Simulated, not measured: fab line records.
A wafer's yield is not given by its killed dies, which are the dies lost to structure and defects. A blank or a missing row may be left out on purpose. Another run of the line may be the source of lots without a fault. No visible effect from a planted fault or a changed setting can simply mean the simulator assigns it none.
fab line records	flow n5Finfet
record lots=11	wafers=30	lastDay=18
route steps=1938 shown BEOL_M3@999 BEOL_M4@1111 PASSIVATION@1936
lots with no fault: from the same line, run without faults
startH: the number of hours between the record's first day and the start of the first shown wafer of the lot	waitH: how many hours have passed since the lot's step before this one	" the same as in the row above	L1.1+2: one row covering several wafers at once	- no value, or no start given	* or withheld: withheld	< > ~ a bound
route shown NAME@n: names a module that has steps shown in the file, with the first one's number in the route	usual: mean/standard deviation of fault-free wafers	same: alike in all rows	chamber/n: place in a boat	sites: readings site by site	_std_site: standard deviation across them	_edge_site: mean of outer sites minus mean of inner sites	radiusMm: for every site, how far away it sits from the centre of the wafer	mask NAME#n: copy n	behind: the most recent tool/chamber to have shaped the wafer	hold: what put the lot on hold/how long, in hours/how the hold closed	device: the n, p or np transistor that did not switch	end of line: the route-end tests of the same wafers	where a step has no rows: the recipe by itself	killed: not the wafer's yield, but the dies lost to structure and defects at the first sort	map: the dies of a wafer, with x for killed, . for not killed, _ for no die there
set.NAME: the setting the step ran with; set.NAME@STEP: the setting that earlier step ran with	model.NAME: the simulator's own value behind a step, which no gauge read
the route's steps for a sample of lots (tables are steps, rows are wafers)
## steps
# step N5_BEOL_M3_ANNEAL_82
# recipe tempC=400	timeS=240	ambient=vacuum
# usual heaterPowerW=820/78	susceptorTempC=399.99/0.23
lot.wafer	tool	chamber	startH	waitH	heaterPowerW	susceptorTempC
L147.1	pvdSputter-03	-	166.77	0.0	782	400.30
L147.4	"	-	"	"	896	399.80
L147.5	"	-	"	"	758	399.78
L148.3	pvdSputter-02	-	170.32	0.0	794	399.88
L148.4	"	-	"	"	890	400.34
L148.6	"	-	"	"	898	400.30
L154.2	pvdSputter-03	-	199.37	0.0	777	400.19
L154.5	"	-	"	"	766	399.84
L154.6	"	-	"	"	890	400.00
L155.1	pvdSputter-02	-	202.24	0.0	789	399.83
L155.2	"	-	"	"	881	399.94
L155.3	"	-	"	"	797	400.05
L156.4	pvdSputter-02	-	215.10	0.0	902	399.91
L156.5	"	-	"	"	795	399.91
L156.6	"	-	"	"	694	400.32
L160.2	pvdSputter-02	-	245.10	0.0	806	399.80
L160.3	"	-	"	"	700	399.85
L160.6	"	-	"	"	800	399.86
L163.4	pvdSputter-03	-	256.24	0.0	917	399.84
L163.6	"	-	"	"	790	400.15
L165.1	pvdSputter-02	-	260.14	0.0	793	400.26
L165.4	"	-	"	"	891	400.25
L166.2	pvdSputter-03	-	268.94	0.0	857	400.22
L166.6	"	-	"	"	791	400.19
L168.1	pvdSputter-03	-	299.16	0.0	889	400.38
L168.3	"	-	"	"	804	399.86
L168.5	"	-	"	"	787	400.17
L170.1	pvdSputter-03	-	302.00	0.0	794	399.70
L170.2	"	-	"	"	884	399.86
L170.4	"	-	"	"	787	399.64
# step N5_BEOL_M3_ANNEAL_91
# recipe tempC=400	timeS=240	ambient=vacuum
# usual heaterPowerW=820/78	susceptorTempC=400.02/0.22
lot.wafer	tool	chamber	startH	waitH	heaterPowerW	susceptorTempC
L147.1	pvdSputter-03	-	167.43	0.0	814	399.86
L147.4	"	-	"	"	871	400.01
L147.5	"	-	"	"	771	400.02
L148.3	pvdSputter-02	-	170.98	0.0	791	399.70
L148.4	"	-	"	"	891	400.58
L148.6	"	-	"	"	915	400.55
L154.2	pvdSputter-03	-	200.03	0.0	-	-
L154.5	"	-	"	"	-	-
L154.6	"	-	"	"	-	-
L155.1	pvdSputter-02	-	202.90	0.0	-	-
L155.2	"	-	"	"	-	-
L155.3	"	-	"	"	-	-
L156.4	pvdSputter-02	-	215.76	0.0	-	-
L156.5	"	-	"	"	-	-
L156.6	"	-	"	"	-	-
L160.2	pvdSputter-02	-	245.76	0.0	772	399.95
L160.3	"	-	"	"	700	399.83
L160.6	"	-	"	"	774	399.91
L163.4	pvdSputter-03	-	256.90	0.0	872	400.34
L163.6	"	-	"	"	783	400.13
L165.1	pvdSputter-02	-	260.80	0.0	774	400.18
L165.4	"	-	"	"	917	400.05
L166.2	pvdSputter-03	-	269.60	0.0	903	400.01
L166.6	"	-	"	"	785	399.94
L168.1	pvdSputter-03	-	299.82	0.0	865	399.65
L168.3	"	-	"	"	788	399.82
L168.5	"	-	"	"	785	399.76
L170.1	pvdSputter-03	-	302.66	0.0	798	399.98
L170.2	"	-	"	"	896	399.81
L170.4	"	-	"	"	777	399.84
# step N5_BEOL_M3_SPUTTER_92
# recipe material=Cu	targetThkA=45	tempC=-20	chamberPressurePa=0.07	powerW=withheld	timeS=8.29
# usual susceptorTempC=-19.99/0.13	throttleValvePct=30.0/0.87
lot.wafer	tool	chamber	startH	waitH	susceptorTempC	throttleValvePct
L147.1	pvdSputter-03	-	167.57	0.1	-20.02	30.4
L147.4	"	-	"	"	-20.08	30.2
L147.5	"	-	"	"	-19.87	29.7
L148.3	pvdSputter-02	-	171.12	0.1	-20.02	29.3
L148.4	"	-	"	"	-20.04	29.7
L148.6	"	-	"	"	-19.85	29.8
L154.2	pvdSputter-03	-	200.17	0.1	-19.91	30.8
L154.5	"	-	"	"	-20.04	29.9
L154.6	"	-	"	"	-20.02	30.4
L155.1	pvdSputter-02	-	203.04	0.1	-20.16	31.3
L155.2	"	-	"	"	-20.15	29.9
L155.3	"	-	"	"	-20.13	28.9
L156.4	pvdSputter-02	-	215.90	0.1	-19.89	29.9
L156.5	"	-	"	"	-20.00	31.1
L156.6	"	-	"	"	-19.89	28.5
L160.2	pvdSputter-02	-	245.90	0.1	-19.93	31.1
L160.3	"	-	"	"	-20.04	28.5
L160.6	"	-	"	"	-19.70	31.1
L163.4	pvdSputter-03	-	257.04	0.1	-20.08	30.4
L163.6	"	-	"	"	-20.07	30.5
L165.1	pvdSputter-02	-	260.94	0.1	-19.97	29.0
L165.4	"	-	"	"	-19.99	29.8
L166.2	pvdSputter-03	-	269.74	0.1	-20.09	29.9
L166.6	"	-	"	"	-20.16	30.6
L168.1	pvdSputter-03	-	299.96	0.1	-20.00	29.8
L168.3	"	-	"	"	-20.01	30.4
L168.5	"	-	"	"	-19.84	29.9
L170.1	pvdSputter-03	-	302.80	0.1	-20.16	30.5
L170.2	"	-	"	"	-20.07	30.5
L170.4	"	-	"	"	-20.16	29.8
# step N5_BEOL_M3_ANNEAL_95
# recipe tempC=400	timeS=240	ambient=vacuum
# usual heaterPowerW=818/78	susceptorTempC=399.97/0.21
lot.wafer	tool	chamber	startH	waitH	heaterPowerW	susceptorTempC
L147.1	pvdSputter-03	-	167.87	0.0	784	399.59
L147.4	"	-	"	"	887	399.98
L147.5	"	-	"	"	764	399.92
L148.3	pvdSputter-02	-	171.42	0.0	783	400.02
L148.4	"	-	"	"	894	400.05
L148.6	"	-	"	"	897	400.09
L154.2	pvdSputter-03	-	200.47	0.0	787	399.84
L154.5	"	-	"	"	791	399.51
L154.6	"	-	"	"	878	400.67
L155.1	pvdSputter-02	-	203.34	0.0	778	399.71
L155.2	"	-	"	"	917	400.40
L155.3	"	-	"	"	785	399.90
L156.4	pvdSputter-02	-	216.20	0.0	902	400.23
L156.5	"	-	"	"	798	400.06
L156.6	"	-	"	"	686	399.86
L160.2	pvdSputter-02	-	246.20	0.0	772	400.24
L160.3	"	-	"	"	722	400.12
L160.6	"	-	"	"	787	399.93
L163.4	pvdSputter-03	-	257.34	0.0	885	399.85
L163.6	"	-	"	"	770	399.78
L165.1	pvdSputter-02	-	261.24	0.0	783	400.17
L165.4	"	-	"	"	888	399.99
L166.2	pvdSputter-03	-	270.04	0.0	870	400.04
L166.6	"	-	"	"	786	399.70
L168.1	pvdSputter-03	-	300.26	0.0	892	399.71
L168.3	"	-	"	"	772	399.88
L168.5	"	-	"	"	772	400.10
L170.1	pvdSputter-03	-	303.10	0.0	785	399.56
L170.2	"	-	"	"	886	399.86
L170.4	"	-	"	"	764	399.85
# step N5_BEOL_M4_RC_MEAS_101
# usual DIBL_N=37.1/2.4	DIBL_P=37/3	IOFF_N=0.18/0.053	IOFF_P=0.21/0.05	ION_N=674/14	ION_P=459/9.2	SS_N=72.1/0.9	SS_P=73.4/0.89	VT_N=250/3.8	VT_P=-251/3.7
lot.wafer	tool	chamber	startH	waitH	DIBL_N[mV/V]	DIBL_P[mV/V]	IOFF_N[nA/um]	IOFF_P[nA/um]	ION_N[uA/um]	ION_P[uA/um]	SS_N[mV/dec]	SS_P[mV/dec]	VT_N[mV]	VT_P[mV]
L147.1	prober-02	0	179.75	0.0	39.7	42	0.23	0.30	684	470	72.4	74.6	245	-248
L147.4	"	0	"	"	38.3	39	0.19	0.22	667	455	71.9	73.9	249	-253
L147.5	"	0	"	"	39.1	41	0.21	0.27	673	467	72.2	74.2	245	-248
L148.3	prober-01	0	182.98	0.3	39.5	40	0.21	0.29	680	466	72.7	74.0	248	-246
L148.4	"	0	"	"	36.7	37	0.15	0.22	671	461	71.6	73.3	251	-251
L148.6	"	0	"	"	34.4	33	0.13	0.17	654	450	71.9	71.9	255	-253
L154.2	prober-02	0	213.79	0.2	36.1	34	0.14	0.20	674	464	72.4	72.6	252	-250
L154.5	"	0	"	"	33.4	31	0.11	0.16	656	453	71.2	71.6	256	-252
L154.6	"	0	"	"	36.5	36	0.15	0.22	677	474	72.2	73.4	253	-250
L156.4	prober-01	0	230.08	0.5	39.7	37	0.20	0.19	670	449	73.0	74.5	251	-256
L156.5	"	0	"	"	34.1	32	0.10	0.13	651	446	71.8	72.7	259	-258
L156.6	"	0	"	"	36.6	36	0.15	0.17	678	451	72.0	73.7	250	-255
L155.1	prober-01	0	232.04	0.0	33.4	31	0.11	0.15	663	456	70.8	72.4	256	-254
L155.2	"	0	"	"	39.3	38	0.22	0.24	685	465	72.2	73.3	247	-249
L155.3	"	0	"	"	36.0	34	0.14	0.18	661	443	71.0	72.4	254	-253
L160.2	prober-01	0	257.38	0.2	36.5	37	0.16	0.22	682	466	73.1	73.8	251	-248
L160.3	"	0	"	"	35.9	36	0.17	0.22	676	465	71.8	73.9	247	-249
L160.6	"	0	"	"	35.7	37	0.17	0.23	678	473	71.9	73.6	250	-249
L163.4	prober-02	0	274.25	0.5	39.8	40	0.20	0.25	685	468	72.8	74.7	248	-247
L163.6	"	0	"	"	37.4	37	0.15	0.21	666	458	71.4	73.0	251	-250
L165.1	prober-01	0	280.56	0.0	40.9	42	0.28	0.33	695	474	72.6	74.0	242	-243
L165.4	"	0	"	"	36.4	37	0.15	0.21	671	462	72.2	72.9	250	-249
L166.2	prober-02	0	285.46	0.2	42.6	45	0.30	0.31	698	471	73.4	75.3	245	-246
L166.6	"	0	"	"	43.0	45	0.30	0.32	693	462	73.8	75.1	244	-247
L168.1	prober-02	0	309.30	0.0	32.5	33	0.12	0.14	665	453	71.2	72.1	252	-255
L168.3	"	0	"	"	36.1	37	0.17	0.18	690	459	71.7	72.8	249	-255
L168.5	"	0	"	"	37.3	39	0.21	0.22	697	464	72.5	74.6	244	-252
L170.1	prober-01	0	312.45	0.0	34.9	35	0.13	0.16	662	456	71.0	73.0	254	-253
L170.2	"	0	"	"	37.6	38	0.16	0.19	662	448	71.7	73.5	254	-253
L170.4	"	0	"	"	37.8	39	0.19	0.22	681	460	71.8	73.7	249	-252
# step N5_PASSIVATION_PROBE_49
# usual defectLimitedYield=91.6/1.4	killed_at_M0_to_M3=32/9.5	killed_at_M4_up=13/6	killedAtContacts=12/5.6	killedAtFrontEnd=39/11	killedAtOther=2.8/2.3	killedDies=99/16	killedOnRim=12/3.4	killedOpen=65/12	killedShort=32/7.6	sort_bin_4_leakage=0.1/0.88	sort_bin_5_function=4.8/0.88	sort_bin_6_memory=3.2/0.65	sortNPass=1077/29	sortYieldPct=91.2/2.5
# same grossDies=1180	killedAtBackSide=0	sort_bin_8_speed[%]=0
lot.wafer	tool	chamber	startH	waitH	defectLimitedYield[%]	killed_at_M0_to_M3	killed_at_M4_up	killedAtContacts	killedAtFrontEnd	killedAtOther	killedDies	killedOnRim	killedOpen	killedShort	sort_bin_4_leakage[%]	sort_bin_5_function[%]	sort_bin_6_memory[%]	sortNPass	sortYieldPct[%]
L160.2	prober-02	-	359.65	0.1	91.6	24	17	7	45	6	99	13	58	38	0	4.5	3.6	1081	91.6
L160.3	prober-02	-	359.70	0.1	89.9	36	22	8	46	7	119	14	72	44	0	6.4	3.3	1061	89.9
L160.6	prober-02	-	359.85	0.3	92.2	27	16	8	37	4	92	12	65	27	0	4.7	2.6	1088	92.2
L163.4	prober-01	-	375.87	0.9	88.7	38	20	24	51	0	133	16	92	36	0	5.8	4.5	1047	88.7
L163.6	prober-01	-	375.97	1.0	89.7	30	30	12	49	1	122	23	88	33	0	5.4	4.6	1058	89.7
L166.2	prober-02	-	391.37	0.1	92.7	21	10	13	37	5	86	8	54	24	0.6	4.5	2.0	1087	92.1
L166.6	prober-02	-	391.57	0.3	91.1	34	18	18	31	4	105	7	67	38	0.3	5.0	3.7	1071	90.8
# killed by level:class
L160.2 FIN_SAQP:geometricParticle:short=11 FIN_SAQP:geometricParticle:open=7 BEOL_M2:geometricParticle:open=7 STI_FIN_REVEAL:geometricParticle:open=6 MOL_CONTACT_COAG:geometricParticle:open=6 BEOL_M5:geometricParticle:open=6 ILD0:geometricParticle:short=5 BEOL_M0_SAQP:geometricParticle:open=5
L160.3 FIN_SAQP:geometricParticle:short=9 FIN_SAQP:geometricParticle:open=9 STI_FIN_REVEAL:geometricParticle:open=8 BEOL_M4:geometricParticle:open=8 MOL_CONTACT_COAG:geometricParticle:open=6 BEOL_M0_SAQP:geometricParticle:short=6 BEOL_M3:geometricParticle:open=5 DUMMY_GATE:geometricParticle:open=5
L160.6 BEOL_M2:geometricParticle:open=9 MOL_CONTACT_COAG:geometricParticle:open=8 STI_FIN_REVEAL:geometricParticle:open=6 BEOL_M0_SAQP:geometricParticle:short=6 BEOL_M0_SAQP:geometricParticle:open=6 DUMMY_GATE:geometricParticle:open=5 BEOL_M5:geometricParticle:open=5 FIN_SAQP:geometricParticle:short=4
L163.4 MOL_CONTACT_COAG:geometricParticle:open=21 BEOL_M1:geometricParticle:open=13 BEOL_M4:geometricParticle:open=11 STI_FIN_REVEAL:geometricParticle:open=10 BEOL_M0_SAQP:geometricParticle:open=10 FIN_SAQP:geometricParticle:short=9 DUMMY_GATE:geometricParticle:open=7 BEOL_M2:geometricParticle:open=6
L163.6 BEOL_M4:geometricParticle:open=14 STI_FIN_REVEAL:geometricParticle:open=13 FIN_SAQP:geometricParticle:open=10 BEOL_M0_SAQP:geometricParticle:open=10 MOL_CONTACT_COAG:geometricParticle:open=9 DUMMY_GATE:geometricParticle:open=8 BEOL_M1:geometricParticle:short=8 BEOL_M0_SAQP:geometricParticle:short=6
L166.2 MOL_CONTACT_COAG:geometricParticle:open=12 HKMG_FIN:areaEtch=8 BEOL_M3:geometricParticle:open=6 FIN_SAQP:geometricParticle:open=5 STI_FIN_REVEAL:geometricParticle:open=4 DUMMY_GATE:geometricParticle:open=4 BEOL_M1:geometricParticle:open=4 BEOL_M1:geometricParticle:short=4
L166.6 STI_FIN_REVEAL:geometricParticle:open=15 MOL_CONTACT_COAG:geometricParticle:open=13 BEOL_M0_SAQP:geometricParticle:open=9 BEOL_M1:geometricParticle:open=7 BEOL_M0_SAQP:geometricParticle:short=6 BEOL_M4:geometricParticle:open=6 MOL_CONTACT_COAG:geometricParticle:short=5 BEOL_M1:geometricParticle:short=5
## key
firstSign step=N5_BEOL_M3_ANNEAL_91	reading=toolRecord	direction=missing
effect none on later readings
metAt N5_BEOL_M3_ANNEAL_91
struckLots L154,L155,L156
baselineLoss step=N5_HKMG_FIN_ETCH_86	wafers=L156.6
notActingAt N5_BEOL_M3_ANNEAL_82,N5_BEOL_M3_SPUTTER_92,N5_BEOL_M3_ANNEAL_95
onsetBetween 170.98 200.03
fault kind=skippedStepWhole	tool=pvdSputter-02,pvdSputter-03	chamber=-	onsetH=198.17	steps=N5_BEOL_M3_ANNEAL_91	scope=struckLotsOnly
# baselineLoss: these wafers lose ten dies or more at that step, a loss of the line's own and not of a fault; the sort's usual values leave them out
